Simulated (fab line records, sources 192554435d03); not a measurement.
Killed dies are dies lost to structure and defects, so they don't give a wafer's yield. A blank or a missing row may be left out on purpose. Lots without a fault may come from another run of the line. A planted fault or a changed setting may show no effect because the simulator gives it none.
fab line records | flow n5_finfet
record lots=7 wafers=39
route steps=1938 shown FIN_SAQP@102 GATE_CUT@510 BEOL_M3@972 BEOL_M5@1112
start_h: hours from the record's first day to the start of the lot's first wafer shown | wait_h: hours since the lot's step before | " the same as in the row above | L1.1+2: a row that stands for several wafers | - no value, or no start given | * or withheld: withheld | < > ~ a bound
route shown NAME@n: a module of which the file shows steps, and the number in the route of the first | usual: mean/standard deviation of fault-free wafers | same: alike in all rows | chamber/n: place in a boat | sites: the reading at each site | _std_site: their standard deviation | _edge_site: outer sites' mean less inner sites' | radius_mm: how far each site lies from the wafer's centre | mask NAME#n: copy n | behind: the tool/chamber that last shaped the wafer | hold: why the lot was held/for how many hours/how that ended | device: the transistor (n, p or np) that didn't switch | end of line: the same wafers' tests at the end of the route | a step without rows: its recipe alone | killed: dies lost to structure and defects at the first sort, not the wafer's yield | map: a wafer's dies, x killed, . not, _ none there
set.NAME: the setting as run; set.NAME@STEP: as run at that earlier step | model.NAME: the simulator's own value behind a step, which no gauge read
lots whose settings were changed on purpose; a table a step, a row a wafer
## steps
# step N5_FIN_SAQP_HM_DEP_72
# recipe material=SiO2 target_thk_a=120 temp_c=400 precursor=SiH4/N2O pressure_torr=0.75 rf_w=275 time_s=7.2
# columns lot.wafer tool chamber start_h wait_h set.time_s model.SiO2_of_FIN_SAQP_HM_DEP_72.thk_nm
L074.3 pecvd-03 2 21.09 0.0 7.2 11.67
L074.5+6 " 2,0 " " 7.2 11.82
L077.1 pecvd-03 1 39.12 0.0 9.508 15.4
L077.2 " 2 " " 7.2 11.88
L077.3 " 0 " " 7.2 11.73
L077.4 " 1 " " 7.2 11.81
L077.5 " 2 " " 9.508 15.84
L077.6 " 0 " " 9.508 15.57
L078.1 pecvd-02 1 45.02 0.0 7.2 12.11
L078.2 " 0 " " 7.2 11.92
L078.3 " 2 " " 9.092 15.07
L078.4 " 2 " " 7.2 12.18
L078.5 " 1 " " 9.092 15.29
L078.6 " 0 " " 9.092 15.28
L081.1 pecvd-03 2 62.94 0.0 11.02 18.21
L081.2 " 0 " " 7.2 11.84
L081.3 " 1 " " 7.2 11.79
L081.4 " 2 " " 7.2 11.95
L081.5+6 " 0,1 " " 11.02 18.39
L086.1 pecvd-03 2 95.67 0.0 7.2 11.83
L086.2 " 0 " " 5.15 8.228
L086.3 " 1 " " 7.2 11.85
L086.4 " 1 " " 7.2 12
L086.5 " 0 " " 5.15 8.382
L086.6 " 2 " " 5.15 8.503
L087.1 pecvd-03 2 99.54 0.0 7.2 11.86
L087.2 " 0 " " 7.2 11.87
L087.3+5 " 1,2 " " 7.2 11.99
L087.4 " 0 " " 7.2 11.82
L087.6 " 1 " " 7.2 11.96
L093.1 pecvd-03 1 135.03 0.0 7.2 11.85
L093.2 " 2 " " 10.19 16.65
L093.3 " 0 " " 10.19 16.64
L093.4 " 2 " " 7.2 11.71
L093.5 " 1 " " 7.2 11.92
L093.6 " 0 " " 10.19 16.83
# step N5_FIN_SAQP_COAT_49
# recipe resist=SOC temp_c=250 time_s=60 spin_rpm=1500 resist_thk_nm=100
# step N5_FIN_SAQP_COAT_50
# recipe resist=SiARC temp_c=220 time_s=60 spin_rpm=1500 resist_thk_nm=35
# step N5_FIN_SAQP_ETCH_52
# recipe chemistry=N2/H2 target=SOC target_depth_a=1000 overetch_a=200 mask_material=SiARC temp_c=40 time_s=150 ion_energy_ev=200 pressure_mtorr=30 source_w=840 bias_w=150 n2_flow_sccm=200 h2_flow_sccm=200 ends=end_point
# step N5_FIN_SAQP_STRIP_53
# recipe chemistry=N2/H2 temp_c=40 n2_flow_sccm=200 h2_flow_sccm=200 rf_frequency_hz=6e+07
# step N5_FIN_SAQP_HM_OPEN_73
# recipe chemistry=CHF3/O2 target=SiO2 stop_on=a-Si target_depth_a=120 over_etch_frac=1.8 mask_material=SOC time_s=16.8 pressure_mtorr=30 source_w=650 bias_w=170 Ar_flow_sccm=200 CHF3_flow_sccm=50 O2_flow_sccm=5 ion_energy_ev=200 ends=end_point
# columns lot.wafer tool chamber start_h wait_h set.time_s@FIN_SAQP_HM_DEP_72 model.etch.depth_nm
L074.3 rie_diel-06 0 21.71 0.0 7.2 11.67
L074.5+6 " 2,1 " " 7.2 11.82
L077.1 rie_diel-04 3 39.87 0.0 9.508 15.4
L077.2 " 0 " " 7.2 11.88
L077.3 " 1 " " 7.2 11.73
L077.4 " 2 " " 7.2 11.81
L077.5 " 3 " " 9.508 15.84
L077.6 " 2 " " 9.508 15.57
L078.1 rie_diel-05 1 45.77 0.0 7.2 12.11
L078.2 " 0 " " 7.2 11.92
L078.3 " 2 " " 9.092 15.07
L078.4 " 3 " " 7.2 12.18
L078.5 " 3 " " 9.092 15.29
L078.6 " 0 " " 9.092 15.28
L081.1 rie_diel-05 3 63.68 0.0 11.02 18.21
L081.2 " 0 " " 7.2 11.84
L081.3 " 2 " " 7.2 11.79
L081.4 " 1 " " 7.2 11.95
L081.5+6 " 2,3 " " 11.02 18.39
L086.1 rie_diel-04 1 96.49 0.0 7.2 11.83
L086.2 " 2 " " 5.15 8.228
L086.3 " 0 " " 7.2 11.85
L086.4 " 0 " " 7.2 12
L086.5 " 1 " " 5.15 8.382
L086.6 " 2 " " 5.15 8.503
L087.1 rie_diel-04 0 100.29 0.0 7.2 11.86
L087.2 " 1 " " 7.2 11.87
L087.3+5 " 2 " " 7.2 11.99
L087.4 " 0 " " 7.2 11.82
L087.6 " 1 " " 7.2 11.96
L093.1 rie_diel-05 1 135.65 0.0 7.2 11.85
L093.2 " 3 " " 10.19 16.65
L093.3 " 0 " " 10.19 16.64
L093.4 " 1 " " 7.2 11.71
L093.5 " 3 " " 7.2 11.92
L093.6 " 0 " " 10.19 16.83
# step N5_GATE_CUT_ALD_22
# recipe material=SiNx target_thk_a=160 temp_c=400 ald_precursor_family=SiH2I2 ald_co_reactant=N2/H2-plasma pulse_time_s=1 ald_cycles=320 purge_time_s=2 co_reactant_purge_time_s=2 pressure_torr=2
# columns lot.wafer tool chamber start_h wait_h set.ald_cycles model.SiNx_of_GATE_CUT_ALD_22.thk_nm
L074.3+6 ald_sin-04 0 85.69 1.2 320 16.2
L074.5 " 1 " " 320 16
L077.1+2+4 ald_sin-04 2,0,1 107.07 1.6 195 9.8
L077.3+5+6 " 3,1,0 " " 320 16
L078.1+2+3+4+6 ald_sin-01 2,0,3,1,2 112.55 0.0 320 16
L078.5 " 1 " " 320 15.8
L081.1+2+3 ald_sin-01 1,0,3 125.24 0.0 320 16
L081.4+6 " 2,0 " " 403 20.2
L081.5 " 3 " " 403 20
L086.1+2+6 ald_sin-01 0,3,1 160.60 0.0 159 7.8
L086.3+4 " 2,1 " " 320 15.8
L086.5 " 0 " " 320 16
L087.1+4 ald_sin-01 3,1 167.63 0.0 320 16
L087.2 " 2 " " 320 15.8
L087.3+5+6 " 0,1,2 " " 461 23
L093.1+4+6 ald_sin-04 2,1,0 198.92 0.0 320 16
L093.2+3+5 " 3,0,3 " " 453 22.6
# step N5_GATE_CUT_CMP_23
# recipe stop_on=SiO2 t_overpolish_s=23.4 post_cmp_clean=alkaline_brush down_force_psi=2.5 platen_rpm=51.8 pad_velocity_m_s=1.0307 target_thk_nm=16
# usual time_to_endpoint_s=19.1/2.2
# columns lot.wafer tool chamber start_h wait_h set.ald_cycles@GATE_CUT_ALD_22 time_to_endpoint_s
L074.3 cmp-01 1 87.29 0.9 320 19.8
L074.6 " 2 " " 320 17.7
L074.5 " 3 " " 320 16.9
L077.1 cmp-02 2 108.56 0.8 195 13.3
L077.4 " 3 " " 195 11.5
L077.3 " 0 " " 320 20.4
L077.2 " 1 " " 195 10.0
L077.6 " 2 " " 320 21.6
L077.5 " 3 " " 320 21.5
L078.2 cmp-02 1 114.04 0.8 320 19.7
L078.1 " 2 " " 320 20.9
L078.4 " 3 " " 320 18.8
L078.3 " 0 " " 320 22.4
L078.5 " 1 " " 320 18.0
L078.6 " 2 " " 320 20.3
L081.3 cmp-01 0 126.73 0.8 320 18.9
L081.2 " 1 " " 320 17.1
L081.4 " 2 " " 403 21.0
L081.1 " 3 " " 320 19.2
L081.6 " 0 " " 403 21.9
L081.5 " 1 " " 403 23.5
L086.2 cmp-04 2 162.09 0.8 159 9.0
L086.3 " 3 " " 320 19.1
L086.1 " 0 " " 159 8.5
L086.4 " 1 " " 320 17.5
L086.6 " 2 " " 159 9.3
L086.5 " 3 " " 320 17.7
L087.1 cmp-04 3 169.12 0.8 320 21.1
L087.2 " 0 " " 320 16.7
L087.3 " 1 " " 461 27.4
L087.4 " 2 " " 320 20.0
L087.6 " 3 " " 461 31.2
L087.5 " 0 " " 461 30.8
L093.1 cmp-01 3 200.41 0.8 320 19.6
L093.2 " 0 " " 453 26.6
L093.3 " 1 " " 453 27.6
L093.4 " 2 " " 320 16.9
L093.5 " 3 " " 453 27.1
L093.6 " 0 " " 320 16.3
# step N5_BEOL_M3_ALD_98
# recipe material=SiO2 target_thk_a=25 temp_c=100 ald_precursor_family=BDEAS ald_co_reactant=O2-plasma pulse_time_s=1 co_reactant_pulse_time_s=1 purge_time_s=2 co_reactant_purge_time_s=2 ald_cycles=17 pressure_torr=2
# columns lot.wafer tool chamber start_h wait_h set.ald_cycles model.SiO2_of_BEOL_M3_ALD_98.thk_nm
L074.3+5+6 ald_sin-04 1,0,1 151.60 0.1 17 2.4
L077.1+2+3+4+5+6 ald_sin-02 2,3,0,1,1,0 178.24 0.2 17 2.4
L078.1+2+3+4+6 ald_sin-02 3,1,2,3,2 181.15 0.5 17 2.4
L078.5 " 1 " " 17 2.6
L081.1+2+3+4+6 ald_sin-02 1,2,3,3,1 195.67 0.3 17 2.4
L081.5 " 2 " " 17 2.6
L086.1+5+6 ald_sin-03 1,3,2 224.40 0.1 10 1.4
L086.2+4 " 2,3 " " 17 2.4
L086.3 " 0 " " 17 2.6
L087.1+3+4 ald_sin-04 1,2,0 236.51 0.1 14 2
L087.2+5+6 " 3,0,3 " " 17 2.6
L093.1+6 ald_sin-02 0 262.95 0.1 17 2.6
L093.2 " 1 " " 17 2.4
L093.3+4+5 " 3,2,3 " " 21 3
# step N5_BEOL_M5_ILD_DEP_00
# recipe material=SiCOH_lowk target_thk_a=1406.4 temp_c=300 precursor=DEMS/porogen pressure_torr=5 rf_w=500 time_s=25.9
# columns lot.wafer tool chamber start_h wait_h set.target_thk_a model.SiCOH_lowk_of_BEOL_M5_ILD_DEP_00.thk_nm
L074.3 pecvd-03 2 175.43 0.5 1406.4 136.2
L074.5+6 " 0,1 " " 1406.4 137.2
L077.1 pecvd-03 1 197.93 0.8 1806 180.6
L077.2 " 2 " " 1806 179.2
L077.3 " 0 " " 1806 177.8
L077.4 " 0 " " 1406.4 142.4
L077.5 " 2 " " 1406.4 141
L077.6 " 1 " " 1406.4 142
L078.1 pecvd-01 2 202.68 0.8 1907 190
L078.2 " 1 " " 1406.4 139.8
L078.3 " 2 " " 1907 192.4
L078.4 " 1 " " 1406.4 142.8
L078.5 " 2 " " 1406.4 143
L078.6 " 1 " " 1907 191
L081.1 pecvd-01 1 216.66 0.8 1928 193.6
L081.2 " 2 " " 1406.4 138.6
L081.3 " 0 " " 1406.4 140.8
L081.4 " 1 " " 1406.4 143
L081.5 " 2 " " 1928 195
L081.6 " 0 " " 1928 194
L086.1 pecvd-01 2 254.77 0.8 1406.4 136.6
L086.2 " 1 " " 2201 220.4
L086.3 " 0 " " 1406.4 139.6
L086.4 " 1 " " 2201 221.6
L086.5 " 0 " " 2201 222
L086.6 " 2 " " 1406.4 141.8
L087.1 pecvd-01 0 260.61 0.8 974.4 98.2
L087.2 " 2 " " 974.4 97.2
L087.3 " 1 " " 1406.4 141.6
L087.4 " 0 " " 1406.4 146
L087.5 " 1 " " 974.4 100.4
L087.6 " 2 " " 1406.4 143.6
L093.1 pecvd-03 0 294.54 0.8 1406.4 140.8
L093.2 " 1 " " 1406.4 141.2
L093.3 " 2 " " 1406.4 140.6
L093.4 " 2 " " 1406.4 142.4
L093.5 " 0 " " 1406.4 142.8
L093.6 " 1 " " 1406.4 143
# step N5_BEOL_M5_CURE_79
# recipe temp_c=385 time_s=240 ambient=He/Ar material=SiCOH_lowk
# columns lot.wafer tool chamber start_h wait_h set.target_thk_a@BEOL_M5_ILD_DEP_00 model.SiCOH_lowk_of_BEOL_M5_ILD_DEP_00.thk_nm
L074.3 uv_cure-02 1 175.65 0.2 1406.4 117.2
L074.5+6 " 1 " " 1406.4 118
L077.1 uv_cure-02 1 197.99 0.0 1806 155.6
L077.2 " 1 " " 1806 154.6
L077.3 " 1 " " 1806 153.4
L077.4 " 1 " " 1406.4 122.6
L077.5 " 1 " " 1406.4 121.4
L077.6 " 1 " " 1406.4 122.2
L078.1 uv_cure-02 1 202.76 0.1 1907 163.8
L078.2 " 1 " " 1406.4 120.2
L078.3 " 1 " " 1907 166.2
L078.4 " 1 " " 1406.4 122.8
L078.5 " 1 " " 1406.4 123
L078.6 " 1 " " 1907 164.8
L081.1 uv_cure-01 2 216.72 0.0 1928 167.2
L081.2 " 2 " " 1406.4 119.2
L081.3 " 2 " " 1406.4 121.2
L081.4 " 2 " " 1406.4 123.2
L081.5 " 2 " " 1928 168.4
L081.6 " 2 " " 1928 167.4
L086.1 uv_cure-01 0 254.83 0.0 1406.4 117.4
L086.2 " 0 " " 2201 190.6
L086.3 " 0 " " 1406.4 120
L086.4 " 0 " " 2201 191.6
L086.5 " 0 " " 2201 191.8
L086.6 " 0 " " 1406.4 122
L087.1 uv_cure-03 1 260.67 0.0 974.4 84.2
L087.2 " 1 " " 974.4 83.4
L087.3 " 1 " " 1406.4 121.8
L087.4 " 1 " " 1406.4 125.6
L087.5 " 1 " " 974.4 86.2
L087.6 " 1 " " 1406.4 123.6
L093.1 uv_cure-01 0 294.60 0.0 1406.4 121.2
L093.2 " 0 " " 1406.4 121.4
L093.3 " 0 " " 1406.4 121
L093.4 " 0 " " 1406.4 122.6
L093.5+6 " 0 " " 1406.4 123
# step N5_BEOL_M5_THK_MEAS_01
# recipe reads=SiCOH_lowk_of_BEOL_M5_ILD_DEP_00
# usual M5_ILD_THK=120.8/1.6
# columns lot.wafer tool chamber start_h wait_h set.target_thk_a@BEOL_M5_ILD_DEP_00 M5_ILD_THK[nm]
L074.3 film_metro-02 - 176.00 0.3 1406.4 117.1
L074.5 " - " " 1406.4 118.0
L074.6 " - " " 1406.4 118.0
L077.1 film_metro-02 - 198.50 0.4 1806 155.7
L077.2 " - " " 1806 154.6
L077.3 " - " " 1806 153.3
L077.4 " - " " 1406.4 122.5
L077.5 " - " " 1406.4 121.4
L077.6 " - " " 1406.4 122.2
L078.1 film_metro-01 - 203.27 0.4 1907 163.9
L078.2 " - " " 1406.4 120.2
L078.3 " - " " 1907 166.2
L078.4 " - " " 1406.4 122.9
L078.5 " - " " 1406.4 123.0
L078.6 " - " " 1907 165.0
L081.1 film_metro-02 - 217.23 0.4 1928 167.1
L081.2 " - " " 1406.4 119.2
L081.3 " - " " 1406.4 121.0
L081.4 " - " " 1406.4 123.1
L081.5 " - " " 1928 168.3
L081.6 " - " " 1928 167.3
L086.1 film_metro-01 - 255.34 0.4 1406.4 117.4
L086.2 " - " " 2201 190.6
L086.3 " - " " 1406.4 120.2
L086.4 " - " " 2201 191.6
L086.5 " - " " 2201 191.9
L086.6 " - " " 1406.4 121.9
L087.1 film_metro-01 - 261.18 0.4 974.4 84.3
L087.2 " - " " 974.4 83.4
L087.3 " - " " 1406.4 121.8
L087.4 " - " " 1406.4 125.7
L087.5 " - " " 974.4 86.1
L087.6 " - " " 1406.4 123.7
L093.1 film_metro-02 - 295.11 0.4 1406.4 121.2
L093.2 " - " " 1406.4 121.5
L093.3 " - " " 1406.4 120.9
L093.4 " - " " 1406.4 122.5
L093.5 " - " " 1406.4 123.0
L093.6 " - " " 1406.4 123.1
## key
split step=N5_FIN_SAQP_HM_DEP_72 setting=time_s stated=7.2 by=wafer
response step=N5_FIN_SAQP_HM_DEP_72 reading=model.SiO2_of_FIN_SAQP_HM_DEP_72.thk_nm change=+0.12 per=1% r=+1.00
response step=N5_FIN_SAQP_HM_OPEN_73 reading=model.etch.depth_nm change=+0.12 per=1% r=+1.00
split step=N5_GATE_CUT_ALD_22 setting=ald_cycles stated=320 by=wafer
response step=N5_GATE_CUT_ALD_22 reading=model.SiNx_of_GATE_CUT_ALD_22.thk_nm change=+0.16 per=1% r=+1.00
response step=N5_GATE_CUT_CMP_23 reading=time_to_endpoint_s change=* per=1% r=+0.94
split step=N5_BEOL_M3_ALD_98 setting=ald_cycles stated=17 by=wafer
response step=N5_BEOL_M3_ALD_98 reading=model.SiO2_of_BEOL_M3_ALD_98.thk_nm change=+0.0256 per=1% r=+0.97
split step=N5_BEOL_M5_ILD_DEP_00 setting=target_thk_a stated=1406.4 by=wafer
response step=N5_BEOL_M5_ILD_DEP_00 reading=model.SiCOH_lowk_of_BEOL_M5_ILD_DEP_00.thk_nm change=+1.43 per=1% r=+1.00
response step=N5_BEOL_M5_CURE_79 reading=model.SiCOH_lowk_of_BEOL_M5_ILD_DEP_00.thk_nm change=+1.24 per=1% r=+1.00
response step=N5_BEOL_M5_THK_MEAS_01 reading=M5_ILD_THK change=+1.24 per=1% r=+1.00
